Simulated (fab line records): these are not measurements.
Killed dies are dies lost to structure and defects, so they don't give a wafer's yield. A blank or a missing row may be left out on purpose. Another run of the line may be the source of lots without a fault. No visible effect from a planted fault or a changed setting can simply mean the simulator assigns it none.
Chamber matching -- flow nand harc -- cmp-04 running NHARC_A_CHANNEL_FILL_D1_CMP_10: 4 sister chambers
The step polishes, target thk 150 nm. 8 wafers are shown with their chamber, then 7 later ones without.

WAFERS PAIRED WITH THEIR CHAMBERS
wafer,chamber,motor current A (A),time to endpoint s (s)
L075.1,0,11.6,17.0
L078.1,3,14.0,12.5
L078.4,1,13.4,9.1
L087.2,3,14.3,14.4
L087.3,0,11.1,16.8
L087.4,2,11.5,15.3
L087.1,1,14.2,14.5
L087.5,2,11.4,17.4

WAFERS WITH NO CHAMBER GIVEN
wafer,motor current A (A),time to endpoint s (s)
L087.6,13.5,13.3
L094.2,10.8,14.0
L094.4,12.3,15.8
L094.5,11.0,13.3
L095.3,11.9,14.8
L095.5,11.2,15.2
L095.6,13.8,13.6

WHICH CHAMBER EACH ONE RAN IN
wafer,from the rows above,in truth
L087.6,can't be placed: 1 or 3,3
L094.2,can't be placed: 0 or 2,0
L094.4,can't be placed: 2 or 0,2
L094.5,can't be placed: 2 or 0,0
L095.3,can't be placed: 2 or 0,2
L095.5,can't be placed: 2 or 0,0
L095.6,can't be placed: 1 or 3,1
Correct placement for 0 of the 7. Cannot be placed on the basis of these rows: 7; the candidates contain the true chamber in 7. 0 placed wrongly.
How it was worked out, from the rows above alone: a wafer's distance from a chamber is the root of the sum, over the readings, of the square of ((its reading less the chamber's mean) divided by the reading's scatter). The wafer belongs to the nearest chamber; if the next one is less than 2 further off, it can't be placed. The mean given for a chamber averages the wafers shown for that chamber. How the scatter is found: for the shown wafers, subtract from each reading the mean of its chamber, square and add these, divide the total by (wafers less chambers), then take the root.
